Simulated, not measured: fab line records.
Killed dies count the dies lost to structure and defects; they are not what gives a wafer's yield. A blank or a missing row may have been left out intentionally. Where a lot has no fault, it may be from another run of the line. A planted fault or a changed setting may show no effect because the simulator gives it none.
fab line records -- flow n5Finfet
record: lots: 6, wafers: 18, lastDay: 19
route steps=1938 shown BEOL_M8@1381 PASSIVATION@1936
lots with no fault: from the same line, run without faults
startH: start of the lot's first displayed wafer, in hours after the record's first day -- waitH: how many hours have passed since the lot's step before this one -- " repeats the value in the row above -- L1.1+2: several wafers, shown together as one row -- - value missing, or start not given -- * or withheld: withheld -- < > ~ a bound
route shown NAME@n: a module of which the file shows steps, and the number in the route of the first -- usual: mean/standard deviation of fault-free wafers -- same: alike in all rows -- chamber/n: place in a boat -- sites: readings site by site -- _std_site: the values' standard deviation -- _edge_site: the outer-site mean with the inner-site mean subtracted -- radiusMm: how far each site lies from the wafer's centre -- mask NAME#n: copy n -- behind: the most recent tool/chamber to have shaped the wafer -- hold: cause of the lot's hold/its duration in hours/its outcome -- device: names the non-switching transistor (n, p or np) -- end of line: the route-end tests of the same wafers -- a step with no rows: only its recipe -- killed: not the wafer's yield, but the dies lost to structure and defects at the first sort -- map: per-die view of a wafer (x killed, . not killed, _ where there is no die)
set.NAME: the run value of the setting; set.NAME@STEP: its run value at that earlier step -- model.NAME: the simulator's own value behind a step, which no gauge read
certain route steps with their lots: each step a table, each wafer a row
services: a tool's chamber out of use, with start hour (startH, from the record's first day; less than 0 if before it), hours out, and reason
== steps ==
step: N5_BEOL_M8_HM_STRIP_39
recipe: chemistry: peroxideTinStrip, material: TiN, targetDepthA: 250, tempC: 50, timeS: 158
step: N5_BEOL_M8_SRD_40
recipe: timeS: 30, tempC: 23, rinseLiquid: diw, dry: ipaMarangoni
step: N5_BEOL_M8_PRECLEAN_42
recipe: chemistry: residueRemover, timeS: 60, tempC: 40
step: N5_BEOL_M8_SRD_43
recipe: timeS: 30, tempC: 23, rinseLiquid: diw, dry: ipaMarangoni
step: N5_BEOL_M8_CD_MEAS_35
recipe: targetCdNm: 40, polarity: opening
usual: cdNm: 40.0/0.62
lot.wafer,tool,chamber,startH,waitH,cdNm
L991.1,cdSem-01,-,231.73,0.0,40.3
L991.5,cdSem-01,-,231.73,0.0,40.2
L991.6,cdSem-01,-,231.73,0.0,40.3
L994.1,cdSem-02,-,265.03,0.0,39.6
L994.3,cdSem-02,-,265.03,0.0,39.9
L994.4,cdSem-02,-,265.03,0.0,38.7
L100.2,cdSem-03,-,294.20,0.0,40.2
L100.3,cdSem-03,-,294.20,0.0,40.1
L100.5,cdSem-03,-,294.20,0.0,39.4
L103.1,cdSem-03,-,314.47,0.0,40.8
L103.3,cdSem-03,-,314.47,0.0,40.5
L103.6,cdSem-03,-,314.47,0.0,39.6
L108.2,cdSem-01,-,367.09,0.0,41.0
L108.4,cdSem-01,-,367.09,0.0,39.1
L108.5,cdSem-01,-,367.09,0.0,39.4
L107.2,cdSem-01,-,383.23,0.0,41.0
L107.5,cdSem-01,-,383.23,0.0,40.5
L107.6,cdSem-01,-,383.23,0.0,41.2
step: N5_BEOL_M8_CURE_75
recipe: tempC: 370, timeS: 120, ambient: DMADMS/He, material: SiCOH_lowk
step: N5_BEOL_M8_DEGAS_44
recipe: ambient: vacuum, tempC: 250, timeS: 60
step: N5_BEOL_M8_PRE_CLEAN_45
recipe: gas: H2/He, timeS: 30, tempC: 250
usual: heaterPowerW: 323/26
same: timeS: 30
lot.wafer,tool,chamber,startH,waitH,heaterPowerW
L991.1,pvdSputter-02,-,232.21,0.0,300
L991.5,pvdSputter-02,-,232.21,0.0,335
L991.6,pvdSputter-02,-,232.21,0.0,328
L994.1,pvdSputter-03,-,269.65,0.0,353
L994.3,pvdSputter-03,-,269.65,0.0,354
L994.4,pvdSputter-03,-,269.65,0.0,316
L100.2,pvdSputter-02,-,296.54,0.0,306
L100.3,pvdSputter-02,-,296.54,0.0,338
L100.5,pvdSputter-02,-,296.54,0.0,306
L103.1,pvdSputter-03,-,315.14,0.0,324
L103.3,pvdSputter-03,-,315.14,0.0,347
L103.6,pvdSputter-03,-,315.14,0.0,336
L108.2,pvdSputter-01,-,367.55,0.0,360
L108.4,pvdSputter-01,-,367.55,0.0,297
L108.5,pvdSputter-01,-,367.55,0.0,306
L107.2,pvdSputter-01,-,383.83,0.0,302
L107.5,pvdSputter-01,-,383.83,0.0,338
L107.6,pvdSputter-01,-,383.83,0.0,296
step: N5_BEOL_M8_ALD_77
recipe: material: TaN, targetThkA: 20, tempC: 275, aldPrecursorFamily: PDMAT, aldCoReactant: NH3, pressureTorr: 3, carrierFlowSccm: 1500, pulseTimeS: 2, purgeTimeS: 3, coReactantPurgeTimeS: 2, coReactantPulseTimeS: 3, aldCycles: 40, precursorVesselTempC: 75, precursorVesselPressureTorr: 26.25, precursorVesselCarrierSccm: 1000
usual: heaterPowerW: 417/33, mfcCarrierSccm: 1500/4.3
lot.wafer,tool,chamber,startH,waitH,heaterPowerW,mfcCarrierSccm
L991.1,aldMetal-03,1,232.29,0.1,455,1500
L991.5,aldMetal-03,1,232.29,0.1,461,1502
L991.6,aldMetal-03,0,232.29,0.1,396,1498
L994.1,aldMetal-03,1,269.71,0.0,456,1497
L994.3,aldMetal-03,0,269.71,0.0,387,1508
L994.4,aldMetal-03,3,269.71,0.0,403,1502
L100.2,aldMetal-01,0,296.60,0.0,460,1494
L100.3,aldMetal-01,2,296.60,0.0,406,1501
L100.5,aldMetal-01,3,296.60,0.0,399,1509
L103.1,aldMetal-01,1,315.26,0.1,396,1500
L103.3,aldMetal-01,3,315.26,0.1,398,1501
L103.6,aldMetal-01,2,315.26,0.1,411,1500
L108.2,aldMetal-01,0,367.61,0.0,438,1501
L108.4,aldMetal-01,2,367.61,0.0,373,1492
L108.5,aldMetal-01,1,367.61,0.0,360,1496
L107.2,aldMetal-03,0,383.91,0.1,389,1503
L107.5,aldMetal-03,0,383.91,0.1,384,1497
L107.6,aldMetal-03,3,383.91,0.1,403,1494
step: N5_BEOL_M8_SURFACE_TREAT_79
recipe: gas: Ar, timeS: *, ionEnergyEv: *, ionCurrentMaCm2: 0.5, pressureMtorr: *, arFlowSccm: 30
usual: pressureMtorr: *, throttleValvePct: *
same: timeS: *
lot.wafer,tool,chamber,startH,waitH,pressureMtorr,throttleValvePct
L991.1,pvdSputter-02,-,232.57,0.2,*,*
L991.5,pvdSputter-02,-,232.57,0.2,*,*
L991.6,pvdSputter-02,-,232.57,0.2,*,*
L994.1,pvdSputter-02,-,270.01,0.2,*,*
L994.3,pvdSputter-02,-,270.01,0.2,*,*
L994.4,pvdSputter-02,-,270.01,0.2,*,*
L100.2,pvdSputter-02,-,296.90,0.2,*,*
L100.3,pvdSputter-02,-,296.90,0.2,*,*
L100.5,pvdSputter-02,-,296.90,0.2,*,*
L103.1,pvdSputter-03,-,315.56,0.2,*,*
L103.3,pvdSputter-03,-,315.56,0.2,*,*
L103.6,pvdSputter-03,-,315.56,0.2,*,*
L108.2,pvdSputter-01,-,367.97,0.2,*,*
L108.4,pvdSputter-01,-,367.97,0.2,*,*
L108.5,pvdSputter-01,-,367.97,0.2,*,*
L107.2,pvdSputter-01,-,384.27,0.2,*,*
L107.5,pvdSputter-01,-,384.27,0.2,*,*
L107.6,pvdSputter-01,-,384.27,0.2,*,*
step: N5_BEOL_M8_CVD_78
recipe: material: Co, targetThkA: 20, tempC: withheld, precursor: CCTBA/H2, pressureTorr: 30, timeS: 142.3
step: N5_BEOL_M8_SPUTTER_48
recipe: material: Cu, targetThkA: 100, tempC: -20, biasV: 60, powerW: 26000, chamberPressurePa: 0.13, timeS: 1.667
usual: throttleValvePct: 29.4/1.2
same: timeS: 1.667
lot.wafer,tool,chamber,startH,waitH,throttleValvePct
L991.1,pvdSputter-01,-,232.94,0.1,29.8
L991.5,pvdSputter-01,-,232.94,0.1,28.3
L991.6,pvdSputter-01,-,232.94,0.1,29.5
L994.1,pvdSputter-03,-,270.19,0.1,28.1
L994.3,pvdSputter-03,-,270.19,0.1,27.4
L994.4,pvdSputter-03,-,270.19,0.1,31.0
L100.2,pvdSputter-01,-,297.17,0.1,28.1
L100.3,pvdSputter-01,-,297.17,0.1,29.1
L100.5,pvdSputter-01,-,297.17,0.1,31.6
L103.1,pvdSputter-03,-,315.78,0.1,30.7
L103.3,pvdSputter-03,-,315.78,0.1,29.0
L103.6,pvdSputter-03,-,315.78,0.1,28.1
L108.2,pvdSputter-02,-,368.61,0.3,29.4
L108.4,pvdSputter-02,-,368.61,0.3,31.6
L108.5,pvdSputter-02,-,368.61,0.3,31.4
L107.2,pvdSputter-01,-,384.51,0.1,31.6
L107.5,pvdSputter-01,-,384.51,0.1,29.7
L107.6,pvdSputter-01,-,384.51,0.1,28.3
step: N5_BEOL_M8_ECD_50
recipe: material: Cu, targetThkA: 3000
lot.wafer,tool,chamber,startH,waitH,model.Cu_of_BEOL_M8_ECD_50.thkNm
L991.1,ecdCu-01,1,233.05,0.1,298.8
L991.5,ecdCu-01,1,233.05,0.1,300
L991.6,ecdCu-01,0,233.05,0.1,297
L994.1,ecdCu-01,0,270.31,0.1,295.4
L994.3,ecdCu-01,0,270.31,0.1,295.8
L994.4,ecdCu-01,1,270.31,0.1,302
L100.2,ecdCu-01,0,297.28,0.1,200.4
L100.3,ecdCu-01,1,297.28,0.1,300
L100.5,ecdCu-01,0,297.28,0.1,299.8
L103.1,ecdCu-01,0,315.90,0.1,198
L103.3,ecdCu-01,0,315.90,0.1,294.6
L103.6,ecdCu-01,1,315.90,0.1,191.2
L108.2,ecdCu-02,0,368.73,0.1,302
L108.4,ecdCu-02,0,368.73,0.1,298.6
L108.5,ecdCu-02,1,368.73,0.1,299.4
L107.2,ecdCu-01,0,384.62,0.1,295.8
L107.5,ecdCu-01,1,384.62,0.1,294.8
L107.6,ecdCu-01,0,384.62,0.1,298.6
step: N5_BEOL_M8_ANNEAL_51
recipe: tempC: 225, timeS: 90, ambient: N2
usual: annealTempCMax: 226.20/0.27, wafer_temp_C_max: 225.90/0.25
same: timeS: 90
lot.wafer,tool,chamber,startH,waitH,annealTempCMax,wafer_temp_C_max
L991.1,rtpAnneal-01,0,233.41,0.3,226.02,226.41
L991.5,rtpAnneal-01,0,233.41,0.3,226.52,226.23
L991.6,rtpAnneal-01,0,233.41,0.3,226.10,225.78
L994.1,rtpAnneal-02,0,270.40,0.1,226.11,225.94
L994.3,rtpAnneal-02,0,270.40,0.1,226.05,225.93
L994.4,rtpAnneal-02,0,270.40,0.1,226.13,225.54
L100.2,rtpAnneal-02,0,297.42,0.1,225.89,225.74
L100.3,rtpAnneal-02,0,297.42,0.1,226.21,225.65
L100.5,rtpAnneal-02,0,297.42,0.1,225.93,226.08
L103.1,rtpAnneal-01,0,316.03,0.1,226.29,225.78
L103.3,rtpAnneal-01,0,316.03,0.1,226.18,225.87
L103.6,rtpAnneal-01,0,316.03,0.1,226.39,226.06
L108.2,rtpAnneal-02,0,369.16,0.4,226.18,225.76
L108.4,rtpAnneal-02,0,369.16,0.4,226.10,225.78
L108.5,rtpAnneal-02,0,369.16,0.4,226.46,225.73
L107.2,rtpAnneal-01,0,385.06,0.4,226.57,226.09
L107.5,rtpAnneal-01,0,385.06,0.4,226.70,226.47
L107.6,rtpAnneal-01,0,385.06,0.4,226.20,225.76
step: N5_BEOL_M8_CMP_52
recipe: stopOn: SiCOH_lowk, tOverpolishS: 6.9, downForcePsi: 1, platenRpm: 50, clearingPlatenDownForcePsi: 1.5, clearingPlatenRpm: 50, postCmpClean: cuAlkaline, targetThkNm: 80, clearingPlatenPadVelocityMS: 0.99484, padVelocityMS: 0.99484
usual: motorCurrentA: 6.1/0.78, timeToEndpointS: 62/4
lot.wafer,tool,chamber,startH,waitH,motorCurrentA,timeToEndpointS
L991.1,cmp-03,3,233.82,0.4,5.8,61
L991.5,cmp-03,0,233.82,0.4,6.1,57
L991.6,cmp-03,1,233.82,0.4,5.2,60
L994.4,cmp-03,3,270.74,0.2,5.4,62
L994.1,cmp-03,0,270.74,0.2,6.3,54
L994.3,cmp-03,1,270.74,0.2,5.0,60
L100.3,cmp-01,3,297.75,0.2,6.1,61
L100.2,cmp-01,0,297.75,0.2,5.7,47
L100.5,cmp-01,2,297.75,0.2,6.6,62
L103.3,cmp-03,0,316.40,0.2,6.5,57
L103.1,cmp-03,1,316.40,0.2,5.0,40
L103.6,cmp-03,3,316.40,0.2,5.5,37
L108.4,cmp-03,3,369.83,0.5,5.3,61
L108.2,cmp-03,0,369.83,0.5,6.2,56
L108.5,cmp-03,2,369.83,0.5,5.7,67
L107.2,cmp-04,0,385.32,0.2,6.2,61
L107.6,cmp-04,0,385.32,0.2,6.1,61
L107.5,cmp-04,1,385.32,0.2,5.9,58
step: N5_BEOL_M8_THK_MEAS_53
recipe: thkMeasGauge: xrf, reads: Cu_of_BEOL_M8_ECD_50
usual: M8_THK: 78.3/2.4
lot.wafer,tool,chamber,startH,waitH,M8_THK[nm]
L991.1,filmMetro-02,-,234.00,-,76.0
L991.5,filmMetro-02,-,234.00,-,75.3
L991.6,filmMetro-02,-,234.00,-,79.4
L994.1,filmMetro-01,-,270.99,-,75.3
L994.3,filmMetro-01,-,270.99,-,77.6
L994.4,filmMetro-01,-,270.99,-,76.7
L100.2,filmMetro-02,-,297.97,-,80.0
L100.3,filmMetro-02,-,297.97,-,75.7
L100.5,filmMetro-02,-,297.97,-,82.0
L103.1,filmMetro-02,-,316.62,-,76.0
L103.3,filmMetro-02,-,316.62,-,76.3
L103.6,filmMetro-02,-,316.62,-,74.4
L108.2,filmMetro-01,-,370.04,-,75.1
L108.4,filmMetro-01,-,370.04,-,75.5
L108.5,filmMetro-01,-,370.04,-,79.4
L107.2,filmMetro-01,-,385.61,-,78.7
L107.5,filmMetro-01,-,385.61,-,80.1
L107.6,filmMetro-01,-,385.61,-,80.2
step: N5_PASSIVATION_PROBE_49
usual: defectLimitedYield: 91.0/1.3, killed_at_M0_to_M3: 33/10, killed_at_M4_up: 14/5.6, killedAtContacts: 12/5.8, killedAtFrontEnd: 43/11, killedAtOther: 4.1/2.8, killedDies: 106/15, killedOpen: 70/12, killedShort: 34/7.5, sort_bin_5_function: 5.3/0.88, sort_bin_6_memory: 3.3/0.64, sortNPass: 1074/15, sortYieldPct: 91.0/1.3
same: grossDies: 1180, killedAtBackSide: 0, sort_bin_4_leakage[%]: 0, sort_bin_8_speed[%]: 0
lot.wafer,tool,chamber,startH,waitH,defectLimitedYield[%],killed_at_M0_to_M3,killed_at_M4_up,killedAtContacts,killedAtFrontEnd,killedAtOther,killedDies,killedOpen,killedShort,sort_bin_5_function[%],sort_bin_6_memory[%],sortNPass,sortYieldPct[%]
L103.1,prober-01,-,381.00,0.0,89.2,40,12,23,49,4,128,79,47,6.1,4.4,1052,89.2
L103.3,prober-01,-,381.10,0.1,92.1,29,13,4,43,4,93,55,38,4.3,3.2,1087,92.1
L103.6,prober-01,-,381.25,0.3,88.9,67,6,18,38,2,131,95,36,7.7,3.3,1049,88.9
killed by level:class
L103.1 FIN_SAQP:geometricParticle:short=15 MOL_CONTACT_COAG:geometricParticle:open=15 FIN_SAQP:geometricParticle:open=8 MOL_CONTACT_COAG:geometricParticle:short=8 BEOL_M2:geometricParticle:open=8 BEOL_M3:geometricParticle:open=8 DUMMY_GATE:geometricParticle:open=6 BEOL_M0_SAQP:geometricParticle:short=6
L103.3 FIN_SAQP:geometricParticle:short=16 FIN_SAQP:geometricParticle:open=13 BEOL_M3:geometricParticle:open=11 STI_FIN_REVEAL:geometricParticle:open=6 BEOL_M0_SAQP:geometricParticle:open=4 BEOL_M11:geometricParticle:open=3 BEOL_M2:geometricParticle:open=3 BEOL_M4:geometricParticle:open=3
L103.6 BEOL_M3:geometricParticle:open=21 MOL_CONTACT_COAG:geometricParticle:open=15 FIN_SAQP:geometricParticle:short=11 BEOL_M2:geometricParticle:open=11 BEOL_M0:geometricParticle:open=10 BEOL_M1:geometricParticle:open=9 FIN_SAQP:geometricParticle:open=8 BEOL_M0_SAQP:geometricParticle:open=6
== services ==
tool,chamber,startH,hours,kind
cmp-03,-,212.39,4.0,pm
cmp-03,-,216.39,6.0,pm
aldMetal-01,2,219.25,23.0,repair
cmp-01,-,229.65,3.2,repair
cmp-03,-,236.60,1.6,repair
cmp-01,-,238.96,0.3,repair
cmp-04,-,247.56,1.2,repair
cmp-04,-,255.29,0.5,repair
ecdCu-01,-,257.24,0.3,repair
cmp-04,-,261.01,0.4,repair
cmp-03,-,273.17,2.1,repair
pvdSputter-02,-,302.85,7.1,repair
cmp-03,-,303.06,0.2,repair
ecdCu-02,-,304.28,1.0,repair
cmp-04,-,308.56,6.1,pm
cmp-01,-,320.16,4.0,pm
pvdSputter-01,-,320.59,12.8,repair
cmp-01,-,328.86,4.3,repair
aldMetal-01,-,337.25,14.0,pm
ecdCu-02,-,347.35,2.2,repair
cmp-01,-,353.26,6.0,pm
rtpAnneal-02,-,361.38,4.8,pm
cmp-04,-,363.26,14.0,pm
cmp-03,-,372.69,1.3,repair
== key ==
firstSign: step: N5_BEOL_M8_CMP_52, reading: timeToEndpointS, direction: down, sigmas: 5.3, usual: *, struck: *
effect none on later readings
modelEffect: step: N5_BEOL_M8_ECD_50, value: Cu_of_BEOL_M8_ECD_50.thkNm, without: 298.6, struck: 196.5
metAt N5_BEOL_M8_ECD_50
struckWafers L100.2,L103.1,L103.6
onsetBetween 270.31 297.28
fault: kind: processParameterDrift, tool: ecdCu-01, chamber: -, onsetH: 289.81, steps: N5_BEOL_M8_ECD_50, channel: targetThkA, offset: *, shape: step, endH: 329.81, scope: struckWafersOnly, actsIn: *, stated: *
